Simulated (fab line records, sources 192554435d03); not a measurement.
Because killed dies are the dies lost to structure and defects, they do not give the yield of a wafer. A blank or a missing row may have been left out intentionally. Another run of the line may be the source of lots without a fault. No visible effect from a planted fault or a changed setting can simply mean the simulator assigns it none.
Chamber matching || flow n5Finfet || N5_BEOL_M2_ILD_DEP_00 on pecvd-04: 3 sister chambers
The step deposits SiOC from DEMS/O2, target thk 79 nm, time 15.3 s. 16 wafers are shown with their chamber, then 8 later ones without.

WAFERS PAIRED WITH THEIR CHAMBERS
{"wafer": "L079.1", "chamber": 0, "showerheadVppV (V)": 1519, "throttleValvePct (%)": 12.3, "heaterPowerW (W)": 499}
{"wafer": "L079.3", "chamber": 1, "showerheadVppV (V)": 1285, "throttleValvePct (%)": 11.5, "heaterPowerW (W)": 547}
{"wafer": "L079.4", "chamber": 1, "showerheadVppV (V)": 1270, "throttleValvePct (%)": 11.5, "heaterPowerW (W)": 544}
{"wafer": "L080.2", "chamber": 0, "showerheadVppV (V)": 1498, "throttleValvePct (%)": 12.2, "heaterPowerW (W)": 492}
{"wafer": "L080.5", "chamber": 0, "showerheadVppV (V)": 1489, "throttleValvePct (%)": 12.3, "heaterPowerW (W)": 505}
{"wafer": "L080.6", "chamber": 1, "showerheadVppV (V)": 1292, "throttleValvePct (%)": 11.6, "heaterPowerW (W)": 552}
{"wafer": "L081.1", "chamber": 2, "showerheadVppV (V)": 1348, "throttleValvePct (%)": 11.3, "heaterPowerW (W)": 495}
{"wafer": "L081.3", "chamber": 0, "showerheadVppV (V)": 1522, "throttleValvePct (%)": 12.4, "heaterPowerW (W)": 519}
{"wafer": "L081.4", "chamber": 2, "showerheadVppV (V)": 1355, "throttleValvePct (%)": 11.3, "heaterPowerW (W)": 508}
{"wafer": "L085.2", "chamber": 1, "showerheadVppV (V)": 1265, "throttleValvePct (%)": 11.5, "heaterPowerW (W)": 553}
{"wafer": "L085.3", "chamber": 0, "showerheadVppV (V)": 1478, "throttleValvePct (%)": 12.0, "heaterPowerW (W)": 511}
{"wafer": "L085.4", "chamber": 0, "showerheadVppV (V)": 1520, "throttleValvePct (%)": 12.1, "heaterPowerW (W)": 521}
{"wafer": "L088.1", "chamber": 1, "showerheadVppV (V)": 1279, "throttleValvePct (%)": 11.5, "heaterPowerW (W)": 577}
{"wafer": "L088.2", "chamber": 0, "showerheadVppV (V)": 1500, "throttleValvePct (%)": 12.3, "heaterPowerW (W)": 514}
{"wafer": "L088.5", "chamber": 2, "showerheadVppV (V)": 1320, "throttleValvePct (%)": 11.2, "heaterPowerW (W)": 488}
{"wafer": "L089.1", "chamber": 2, "showerheadVppV (V)": 1344, "throttleValvePct (%)": 11.4, "heaterPowerW (W)": 433}

SIGNATURES (averages over the wafers above)
{"reading": "showerheadVppV", "chamber 0": 1503.71, "chamber 1": 1278.20, "chamber 2": 1341.75, "scatter within a chamber": 15}
{"reading": "throttleValvePct", "chamber 0": 12.229, "chamber 1": 11.520, "chamber 2": 11.300, "scatter within a chamber": 0.105}
{"reading": "heaterPowerW", "chamber 0": 508.71, "chamber 1": 554.60, "chamber 2": 481.00, "scatter within a chamber": 18.9}
Rule: a wafer's distance from a chamber is the root of the sum, over the readings, of the square of ((its reading less the chamber's mean) divided by the reading's scatter). If the next closest chamber is less than 2 further off than the closest, the wafer can't be placed; otherwise it belongs to the closest. How the scatter is found: for the shown wafers, subtract from each reading the mean of its chamber, square and add these, divide the total by (wafers less chambers), then take the root.

WAFERS WHOSE CHAMBER IS MISSING
{"wafer": "L089.4", "showerheadVppV (V)": 1263, "throttleValvePct (%)": 11.4, "heaterPowerW (W)": 543}
{"wafer": "L089.5", "showerheadVppV (V)": 1493, "throttleValvePct (%)": 12.3, "heaterPowerW (W)": 485}
{"wafer": "L093.3", "showerheadVppV (V)": 1270, "throttleValvePct (%)": 11.5, "heaterPowerW (W)": 461}
{"wafer": "L093.5", "showerheadVppV (V)": 1528, "throttleValvePct (%)": 12.1, "heaterPowerW (W)": 515}
{"wafer": "L093.6", "showerheadVppV (V)": 1293, "throttleValvePct (%)": 11.3, "heaterPowerW (W)": 473}
{"wafer": "L091.3", "showerheadVppV (V)": 1327, "throttleValvePct (%)": 11.2, "heaterPowerW (W)": 472}
{"wafer": "L091.4", "showerheadVppV (V)": 1530, "throttleValvePct (%)": 12.2, "heaterPowerW (W)": 481}
{"wafer": "L091.5", "showerheadVppV (V)": 1252, "throttleValvePct (%)": 11.5, "heaterPowerW (W)": 555}

THE CHAMBER EACH PASSED THROUGH
{"wafer": "L089.4", "from the rows above": 1, "in truth": 1}
{"wafer": "L089.5", "from the rows above": 0, "in truth": 0}
{"wafer": "L093.3", "from the rows above": "can't be placed: 1 or 2", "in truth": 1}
{"wafer": "L093.5", "from the rows above": 0, "in truth": 0}
{"wafer": "L093.6", "from the rows above": "can't be placed: 2 or 1", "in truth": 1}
{"wafer": "L091.3", "from the rows above": 2, "in truth": 2}
{"wafer": "L091.4", "from the rows above": 0, "in truth": 0}
{"wafer": "L091.5", "from the rows above": 1, "in truth": 1}
Correct placement for 6 of the 8. Unplaceable from these rows: 2, with the true chamber sitting among the candidates in 2. 0 placed wrongly.
